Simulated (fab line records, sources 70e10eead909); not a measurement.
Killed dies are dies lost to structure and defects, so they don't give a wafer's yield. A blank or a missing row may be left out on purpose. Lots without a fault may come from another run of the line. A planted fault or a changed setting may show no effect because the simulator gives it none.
fab line records | flow nand_harc | part 1 of 2: steps 1 to 4 of 6
record lots=23 wafers=69 last_day=24
route steps=1159 shown A_STAIRCASE@582
lots that met no fault: from a run of the same line without faults
start_h: hours from the record's first day to the start of the lot's first wafer shown | wait_h: hours since the lot's step before | " the same as in the row above | L1.1+2: a row that stands for several wafers | - no value, or no start given | * or withheld: withheld | < > ~ a bound
route shown NAME@n: a module of which the file shows steps, and the number in the route of the first | usual: mean/standard deviation of fault-free wafers | same: alike in all rows | chamber/n: place in a boat | sites: the reading at each site | _std_site: their standard deviation | _edge_site: outer sites' mean less inner sites' | radius_mm: how far each site lies from the wafer's centre | mask NAME#n: copy n | behind: the tool/chamber that last shaped the wafer | hold: why the lot was held/for how many hours/how that ended | device: the transistor (n, p or np) that didn't switch | end of line: the same wafers' tests at the end of the route | a step without rows: its recipe alone | killed: dies lost to structure and defects at the first sort, not the wafer's yield | map: a wafer's dies, x killed, . not, _ none there
set.NAME: the setting as run; set.NAME@STEP: as run at that earlier step | model.NAME: the simulator's own value behind a step, which no gauge read
steps of the route over a sample of lots; a table a step, a row a wafer
services: from which hour (start_h, from the record's first day; less than 0 if before it) a tool's chamber was out of use, for how many hours, and why
## steps
# step NHARC_A_STAIRCASE_ETCH_188
# recipe target_depth_a=1000 time_s=40.5 ion_energy_ev=400 c4f8_flow_sccm=20 o2_flow_sccm=10 ar_flow_sccm=withheld rf_w=600 bias_w=1000 chemistry=C4F8/O2
# usual oes_product_au=0.939/0.013 rf_fwd_power_W=591.5/2.3 rf_vpp_V=898/6.1
# columns lot.wafer tool chamber start_h wait_h oes_product_au rf_fwd_power_W rf_hours_counter_h rf_vpp_V
L074.4 rie_diel-02 3 - - 0.950 587.6 31 887
L074.1 " 2 " " 0.947 592.7 31 898
L074.6 " 0 " " 0.945 591.0 - 906
L077.3 rie_diel-07 2 - - 0.937 593.5 5 895
L077.1 " 0 " " 0.935 591.3 5 906
L077.6 " 3 " " 0.923 588.9 - 888
L075.4 rie_diel-02 3 - - 0.947 588.0 - 887
L075.5 " 0 " " 0.934 594.1 - 905
L075.6 " 1 " " 0.942 590.5 - 899
L076.1 rie_diel-02 0 - - 0.930 593.0 36 906
L076.3 " 1 " " 0.932 592.3 37 900
L076.6 " 0 " " 0.927 591.9 - 904
L080.1 rie_diel-08 2 - - 0.953 589.9 56 889
L080.6 " 2 " " 0.956 592.5 - 888
L080.5 " 3 " " 0.939 591.9 - 899
L079.2 rie_diel-02 0 - - 0.927 591.8 40 906
L079.4 " 3 " " 0.938 590.1 - 887
L079.6 " 0 " " 0.924 589.6 - 904
L078.2 rie_diel-02 0 - - 0.928 590.2 42 904
L078.6 " 1 " " 0.931 591.9 - 900
L078.4 " 3 " " 0.935 589.8 - 886
L081.1 rie_diel-08 2 - - 0.937 590.7 60 888
L081.4 " 3 " " 0.950 591.1 51 899
L081.6 " 2 " " 0.937 590.9 - 888
L083.4 rie_diel-08 3 - - 0.928 589.5 55 898
L083.3 " 0 " " 0.916 592.0 61 900
L083.5 " 2 " " 0.942 590.6 - 889
L084.4 rie_diel-08 2 - - 0.948 592.4 70 887
L084.2 " 3 " " 0.958 590.5 61 899
L084.5 " 1 " " 0.952 590.3 - 899
L085.1 rie_diel-07 2 - - 0.933 597.1 24 895
L085.6 " 3 " " 0.943 588.4 - 889
L085.5 " 0 " " 0.940 593.1 - 905
L086.1 rie_diel-02 1 - - 0.953 592.6 60 899
L086.4 " 2 " " 0.942 595.3 47 898
L086.2 " 0 " " 0.944 593.3 60 905
L087.3 rie_diel-07 0 - - 0.938 589.1 26 905
L087.2 " 2 " " 0.941 596.8 28 897
L087.6 " 0 " " 0.940 587.8 - 904
L088.4 rie_diel-08 0 - - 0.938 588.4 4 899
L088.1 " 2 " " 0.945 594.9 5 888
L088.5 " 0 " " 0.948 590.2 - 900
L090.1 rie_diel-07 1 - - 0.946 595.7 37 897
L090.4 " 2 " " 0.957 593.5 36 895
L090.6 " 3 " " 0.957 587.4 - 888
L089.4 rie_diel-07 3 - - 0.924 592.8 33 889
L089.2 " 0 " " 0.931 593.8 34 904
L089.5 " 3 " " 0.925 591.8 - 889
L091.1 rie_diel-08 3 - - 0.928 592.6 15 900
L091.3 " 0 " " 0.932 591.8 12 900
L091.6 " 0 " " 0.931 592.5 - 900
L092.1 rie_diel-08 2 - - 0.972 593.7 17 888
L092.4 " 0 " " 0.937 593.8 13 899
L092.6 " 2 " " 0.985 590.5 - 886
L093.2 rie_diel-02 1 - - 0.949 589.9 3 899
L093.3 " 2 " " 0.939 595.0 3 898
L093.6 " 2 " " 0.939 591.7 - 896
L094.3 rie_diel-02 0 - - 0.943 590.0 6 905
L094.6 " 3 " " 0.955 590.7 - 905
L094.5 " 0 " " 0.941 590.1 - 905
L095.3 rie_diel-02 1 - - 0.931 592.3 9 899
L095.2 " 2 " " 0.926 592.0 8 897
L095.5 " 2 " " 0.913 595.5 - 897
L097.1 rie_diel-07 0 - - 0.931 588.5 45 905
L097.4 " 1 " " 0.910 596.7 47 897
L097.6 " 1 " " 0.926 595.2 - 898
L096.2 rie_diel-02 3 - - 0.939 589.2 10 905
L096.1 " 1 " " 0.958 594.7 11 898
L096.4 " 2 " " 0.933 592.7 11 896
# step NHARC_A_STAIRCASE_ETCH_192
# recipe target_depth_a=1000 time_s=40.5 ion_energy_ev=400 c4f8_flow_sccm=20 o2_flow_sccm=10 ar_flow_sccm=withheld rf_w=600 bias_w=1000 chemistry=C4F8/O2
# usual oes_product_au=0.940/0.011 rf_fwd_power_W=591.6/2.5 rf_vpp_V=898/6.1
# columns lot.wafer tool chamber start_h wait_h oes_product_au rf_fwd_power_W rf_hours_counter_h rf_vpp_V
L074.4 rie_diel-02 1 - - 0.945 595.9 30 899
L074.1 " 2 " " 0.943 595.4 31 898
L074.6 " 1 " " 0.959 593.0 - 900
L077.1 rie_diel-07 2 - - 0.931 596.6 6 897
L077.3 " 3 " " 0.929 588.1 5 889
L077.6 " 2 " " 0.934 593.1 - 896
L075.4 rie_diel-02 0 - - 0.925 590.4 - 907
L075.5 " 1 " " 0.945 591.3 - 900
L075.6 " 3 " " 0.930 589.7 - 886
L076.1 rie_diel-02 0 - - 0.934 596.0 37 905
L076.3 " 3 " " 0.930 587.8 37 888
L076.6 " 3 " " 0.927 588.4 - 887
L080.1 rie_diel-08 0 - - 0.933 587.7 55 901
L080.5 " 2 " " 0.938 593.0 - 888
L080.6 " 3 " " 0.941 590.1 - 900
L079.2 rie_diel-02 3 - - 0.932 587.0 41 886
L079.4 " 0 " " 0.942 592.1 - 905
L079.6 " 3 " " 0.945 586.6 - 886
L078.2 rie_diel-02 3 - - 0.939 586.3 43 887
L078.6 " 0 " " 0.951 593.1 - 906
L078.4 " 3 " " 0.939 587.3 - 886
L081.1 rie_diel-08 2 - - 0.952 589.8 61 889
L081.4 " 0 " " 0.932 592.5 58 900
L081.6 " 1 " " 0.944 592.6 - 900
L083.3 rie_diel-08 2 - - 0.945 592.5 64 888
L083.4 " 0 " " 0.937 589.3 62 900
L083.5 " 2 " " 0.951 589.3 - 889
L084.4 rie_diel-08 1 - - 0.943 592.3 49 899
L084.2 " 0 " " 0.941 592.6 66 900
L084.5 " 1 " " 0.949 592.7 - 900
L085.1 rie_diel-07 2 - - 0.929 593.2 24 898
L085.5 " 1 " " 0.925 595.1 - 900
L085.6 " 2 " " 0.945 593.5 - 898
L086.1 rie_diel-02 3 - - 0.925 589.1 58 886
L086.4 " 0 " " 0.943 590.5 60 904
L086.2 " 1 " " 0.946 591.8 60 899
L087.2 rie_diel-07 3 - - 0.914 589.9 26 886
L087.3 " 0 " " 0.924 592.7 27 906
L087.6 " 3 " " 0.917 588.3 - 889
L088.4 rie_diel-08 1 - - 0.951 594.6 5 899
L088.1 " 2 " " 0.951 593.5 6 888
L088.5 " 0 " " 0.931 592.6 - 900
L090.1 rie_diel-07 1 - - 0.933 597.5 38 898
L090.4 " 3 " " 0.946 587.8 35 889
L090.6 " 1 " " 0.934 594.4 - 897
L089.4 rie_diel-07 1 - - 0.927 595.3 38 897
L089.2 " 2 " " 0.944 594.3 38 898
L089.5 " 0 " " 0.933 591.0 - 905
L091.3 rie_diel-08 3 - - 0.971 589.1 15 900
L091.1 " 2 " " 0.949 589.1 17 887
L091.6 " 3 " " 0.964 591.3 - 899
L092.4 rie_diel-08 3 - - 0.954 591.2 16 900
L092.1 " 2 " " 0.944 589.7 18 888
L092.6 " 0 " " 0.958 592.5 - 900
L093.3 rie_diel-02 0 - - 0.926 591.1 3 904
L093.2 " 1 " " 0.934 594.7 4 899
L093.6 " 0 " " 0.917 589.4 - 905
L094.3 rie_diel-02 2 - - 0.932 592.5 6 897
L094.5 " 0 " " 0.933 590.7 - 906
L094.6 " 1 " " 0.938 591.5 - 900
L095.2 rie_diel-02 0 - - 0.925 592.6 8 905
L095.3 " 3 " " 0.946 590.8 6 907
L095.5 " 1 " " 0.939 593.3 - 898
L097.1 rie_diel-07 1 - - 0.934 592.2 48 897
L097.4 " 2 " " 0.936 593.3 49 897
L097.6 " 1 " " 0.925 594.9 - 897
L096.1 rie_diel-02 3 - - 0.958 591.5 11 906
L096.4 " 0 " " 0.946 590.5 12 904
L096.2 " 1 " " 0.929 590.9 12 897
# step NHARC_A_STAIRCASE_TRIM_193
# recipe time_s=211.2 o2_flow_sccm=500 ar_flow_sccm=0 bias_w=0 chemistry=O2
# usual drypump_motor_current_A=5.7/0.55 oes_product_au=0.999/0.008 rf_vpp_V=57.9/0.86 showerhead_plenum_p_Torr=3.57/0.17 throttle_valve_pct=17.036/0.0085
# columns lot.wafer tool chamber start_h wait_h drypump_motor_current_A oes_product_au rf_hours_counter_h rf_vpp_V showerhead_plenum_p_Torr throttle_valve_pct
L074.1 rie_diel-02 3 - - 5.4 0.995 31 56.2 3.30 17.026
L074.4 " 0 " " 5.7 0.998 30 57.9 3.79 17.042
L074.6 " 3 " " 5.4 0.994 - 57.4 3.30 17.038
L077.3 rie_diel-07 1 - - 4.8 0.997 5 57.0 3.59 17.037
L077.1 " 2 " " 5.1 1.003 6 58.1 3.56 17.022
L077.6 " 2 " " 5.1 1.006 - 60.1 3.56 17.038
L075.5 rie_diel-02 1 - - 5.3 0.998 - 59.8 3.63 17.035
L075.4 " 3 " " 5.4 1.001 - 56.7 3.29 17.027
L075.6 " 0 " " 5.7 1.000 - 57.7 3.79 17.038
L076.1 rie_diel-02 3 - - 5.4 0.996 38 56.4 3.29 17.032
L076.3 " 1 " " 5.3 1.006 38 58.3 3.63 17.026
L076.6 " 1 " " 5.3 1.003 - 57.8 3.63 17.033
L080.1 rie_diel-08 0 - - 6.0 0.995 55 57.5 3.65 17.033
L080.6 " 1 " " 6.5 1.008 - 56.6 3.62 17.030
L080.5 " 2 " " 6.3 1.002 - 56.6 3.32 17.037
L079.2 rie_diel-02 1 - - 5.3 1.004 41 57.6 3.63 17.049
L079.6 " 0 " " 5.7 0.999 - 58.5 3.78 17.026
L079.4 " 1 " " 5.3 1.012 - 58.0 3.63 17.046
L078.2 rie_diel-02 3 - - 5.4 1.006 43 56.6 3.29 17.035
L078.4 " 3 " " 5.4 1.005 - 56.1 3.29 17.037
L078.6 " 0 " " 5.7 1.001 - 59.6 3.78 17.040
L081.1 rie_diel-08 1 - - 6.5 1.012 40 57.1 3.62 17.038
L081.4 " 0 " " 6.0 0.984 58 57.8 3.65 17.050
L081.6 " 2 " " 6.3 1.007 - 58.6 3.32 17.048
L083.3 rie_diel-08 2 - - 6.3 1.012 64 58.4 3.32 17.041
L083.4 " 3 " " 6.3 1.015 55 58.4 3.63 17.025
L083.5 " 1 " " 6.5 1.007 - 58.1 3.62 17.024
L084.4 rie_diel-08 3 - - 6.3 1.017 61 57.7 3.62 17.037
L084.2 " 0 " " 5.9 0.987 67 58.2 3.65 17.039
L084.5 " 0 " " 6.0 0.991 - 58.4 3.65 17.044
L085.1 rie_diel-07 0 - - 4.7 1.001 23 59.0 3.80 17.043
L085.5 " 3 " " 5.8 0.999 - 56.7 3.32 17.045
L085.6 " 0 " " 4.7 1.003 - 57.2 3.80 17.050
L086.4 rie_diel-02 1 - - 5.3 0.999 60 56.8 3.62 17.027
L086.2 " 2 " " 6.3 0.995 47 57.7 3.56 17.030
L086.1 " 3 " " 5.4 0.994 58 56.9 3.28 17.049
L087.3 rie_diel-07 0 - - 4.8 1.004 27 58.3 3.79 17.034
L087.2 " 3 " " 5.8 1.004 27 56.8 3.32 17.022
L087.6 " 0 " " 4.7 0.997 - 58.8 3.79 17.048
L088.1 rie_diel-08 1 - - 6.5 0.995 5 58.0 3.61 17.037
L088.4 " 2 " " 6.3 0.998 6 56.8 3.31 17.041
L088.5 " 3 " " 6.4 1.013 - 57.5 3.62 17.035
L090.1 rie_diel-07 3 - - 5.8 1.008 35 58.3 3.31 17.019
L090.4 " 1 " " 4.8 0.991 38 56.8 3.57 17.033
L090.6 " 3 " " 5.8 1.001 - 58.4 3.31 17.029
L089.4 rie_diel-07 2 - - 5.1 0.984 39 57.7 3.54 17.035
L089.2 " 0 " " 4.8 0.989 35 57.6 3.79 17.037
L089.5 " 2 " " 5.1 0.992 - 59.4 3.54 17.036
L091.1 rie_diel-08 1 - - 6.5 1.008 14 56.9 3.60 17.024
L091.3 " 2 " " 6.3 1.007 17 56.4 3.31 17.037
L091.6 " 1 " " 6.5 1.005 - 58.3 3.60 17.044
L092.1 rie_diel-08 2 - - 6.3 1.008 18 58.0 3.31 17.039
L092.4 " 0 " " 6.0 1.004 13 58.4 3.64 17.043
L092.6 " 2 " " 6.3 0.997 - 58.1 3.30 17.056
L093.3 rie_diel-02 2 - - 6.3 1.001 3 57.8 3.56 17.043
L093.2 " 3 " " 5.4 1.010 2 58.8 3.81 17.034
L093.6 " 2 " " 6.3 0.988 - 59.0 3.56 17.037
L094.3 rie_diel-02 1 - - 5.3 0.998 7 57.0 3.61 17.041
L094.5 " 1 " " 5.3 1.005 - 57.2 3.61 17.048
L094.6 " 2 " " 6.2 0.992 - 56.8 3.55 17.035
L095.3 rie_diel-02 2 - - 6.3 0.990 8 58.7 3.55 17.045
L095.2 " 3 " " 5.4 1.012 6 60.0 3.80 17.035
L095.5 " 2 " " 6.3 0.989 - 58.9 3.55 17.042
L097.4 rie_diel-07 3 - - 5.8 0.993 46 57.8 3.31 17.040
L097.1 " 1 " " 4.8 0.999 48 57.3 3.56 17.048
L097.6 " 3 " " 5.8 0.998 - 59.1 3.31 17.028
L096.1 rie_diel-02 0 - - 5.7 0.999 12 58.6 3.76 17.035
L096.4 " 1 " " 5.3 0.995 12 57.7 3.61 17.038
L096.2 " 2 " " 6.3 0.975 11 57.6 3.55 17.037
# step NHARC_A_STAIRCASE_TRIM_196
# recipe time_s=211.2 o2_flow_sccm=500 ar_flow_sccm=0 bias_w=0 chemistry=O2
# usual drypump_motor_current_A=5.7/0.59 oes_product_au=0.998/0.0075 rf_vpp_V=57.8/0.99 showerhead_plenum_p_Torr=3.58/0.15 throttle_valve_pct=17.037/0.0074
# columns lot.wafer tool chamber start_h wait_h drypump_motor_current_A oes_product_au rf_hours_counter_h rf_vpp_V showerhead_plenum_p_Torr throttle_valve_pct
L074.1 rie_diel-08 2 239.94 0.1 6.3 0.999 46 57.3 3.33 17.039
L074.4 " 0 " " 6.0 0.993 43 56.0 3.66 17.048
L074.6 " 3 " " 6.3 1.008 - 59.1 3.64 17.033
L077.3 rie_diel-08 1 255.37 0.1 6.5 1.001 32 57.6 3.62 17.042
L077.1 " 3 " " 6.3 1.005 40 58.4 3.63 17.031
L077.6 " 0 " " 6.0 1.001 - 58.2 3.66 17.027
L075.4 rie_diel-08 3 255.59 0.1 6.3 1.002 40 58.5 3.63 17.035
L075.5 " 2 " " 6.3 0.996 - 58.5 3.33 17.033
L075.6 " 3 " " 6.4 1.004 - 57.7 3.63 17.032
L076.1 rie_diel-08 3 263.94 0.1 6.3 1.000 46 57.4 3.63 17.038
L076.3 " 1 " " 6.5 1.004 36 56.3 3.62 17.040
L076.6 " 0 " " 6.0 0.999 - 59.4 3.65 17.046
L080.1 rie_diel-07 2 268.14 0.1 5.1 0.998 11 57.8 3.56 17.037
L080.5 " 2 " " 5.1 1.000 - 56.4 3.56 17.029
L080.6 " 3 " " 5.8 0.996 - 56.3 3.33 17.048
L079.4 rie_diel-07 1 270.03 0.1 4.8 0.997 13 57.4 3.58 17.049
L079.2 " 2 " " 5.1 0.992 12 57.1 3.56 17.039
L079.6 " 1 " " 4.8 0.985 - 59.1 3.58 17.034
L078.2 rie_diel-07 3 273.51 0.1 5.8 0.981 13 57.8 3.32 17.032
L078.4 " 0 " " 4.8 0.989 14 59.3 3.80 17.029
L078.6 " 0 " " 4.8 0.990 - 57.2 3.80 17.034
L081.4 rie_diel-08 1 277.43 0.1 6.4 1.006 41 56.6 3.62 17.048
L081.1 " 3 " " 6.4 0.996 52 58.6 3.63 17.037
L081.6 " 1 " " 6.5 1.006 - 58.3 3.62 17.036
L083.3 rie_diel-08 1 287.83 0.1 6.5 1.003 44 57.7 3.61 17.028
L083.4 " 2 " " 6.3 0.999 64 56.1 3.32 17.036
L083.5 " 3 " " 6.4 1.004 - 58.2 3.63 17.039
L084.4 rie_diel-08 3 300.81 0.1 6.3 1.016 61 59.3 3.62 17.033
L084.2 " 2 " " 6.3 1.003 70 57.1 3.31 17.032
L084.5 " 3 " " 6.3 1.007 - 56.5 3.62 17.044
L085.1 rie_diel-02 2 304.41 0.1 6.3 1.001 44 56.8 3.56 17.040
L085.5 " 0 " " 5.7 0.998 - 58.7 3.78 17.036
L085.6 " 1 " " 5.3 1.003 - 57.1 3.62 17.019
L086.1 rie_diel-02 1 316.24 0.1 5.3 1.000 60 58.4 3.62 17.022
L086.2 " 2 " " 6.3 1.008 47 57.3 3.56 17.019
L086.4 " 0 " " 5.7 1.010 60 58.5 3.77 17.044
L087.2 rie_diel-07 2 317.36 0.1 5.1 0.995 29 56.8 3.55 17.036
L087.3 " 3 " " 5.8 1.003 27 56.9 3.32 17.029
L087.6 " 2 " " 5.1 0.995 - 56.7 3.55 17.034
L088.4 rie_diel-07 0 321.75 0.1 4.8 0.999 30 58.4 3.79 17.039
L088.1 " 1 " " 4.8 0.995 33 56.9 3.57 17.030
L088.5 " 3 " " 5.8 1.003 - 56.4 3.32 17.042
L090.4 rie_diel-07 1 332.97 0.1 4.8 0.999 38 58.2 3.57 17.034
L090.1 " 3 " " 5.8 0.993 36 56.4 3.31 17.037
L090.6 " 0 " " 4.8 1.009 - 57.6 3.79 17.030
L089.4 rie_diel-07 3 333.30 0.1 5.8 1.008 36 57.6 3.31 17.036
L089.2 " 2 " " 5.1 1.007 39 56.9 3.54 17.034
L089.5 " 3 " " 5.8 1.003 - 56.5 3.31 17.026
L091.1 rie_diel-02 1 341.30 0.1 5.3 1.000 1 59.3 3.61 17.035
L091.3 " 2 " " 6.3 1.007 1 58.5 3.56 17.044
L091.6 " 2 " " 6.3 0.993 - 57.7 3.56 17.026
L092.1 rie_diel-02 2 342.81 0.1 6.2 0.986 1 57.9 3.56 17.042
L092.4 " 2 " " 6.2 0.997 - 57.7 3.56 17.041
L092.6 " 0 " " 5.7 0.992 - 58.5 3.77 17.032
L093.2 rie_diel-02 3 351.46 0.1 5.4 0.995 3 59.8 3.81 17.052
L093.3 " 0 " " 5.7 0.992 3 57.1 3.77 17.036
L093.6 " 1 " " 5.3 0.993 - 58.2 3.61 17.038
L094.3 rie_diel-08 1 360.32 0.1 6.5 1.008 20 57.9 3.60 17.040
L094.5 " 2 " " 6.3 1.014 - 58.0 3.30 17.038
L094.6 " 3 " " 6.4 1.015 - 57.7 3.61 17.043
L095.3 rie_diel-08 2 364.64 0.1 6.3 1.013 24 56.0 3.30 17.036
L095.2 " 1 " " 6.4 1.009 22 56.4 3.60 17.025
L095.5 " 2 " " 6.3 1.012 - 56.2 3.30 17.025
L097.1 rie_diel-02 2 364.86 0.1 6.3 0.986 8 57.4 3.55 17.037
L097.4 " 0 " " 5.7 0.995 8 59.1 3.77 17.032
L097.6 " 2 " " 6.3 0.985 - 58.0 3.55 17.046
L096.2 rie_diel-07 2 372.05 0.1 5.1 1.000 53 57.6 3.54 17.041
L096.1 " 3 " " 5.8 0.995 49 56.4 3.31 17.045
L096.4 " 3 " " 5.8 0.996 - 56.3 3.31 17.032
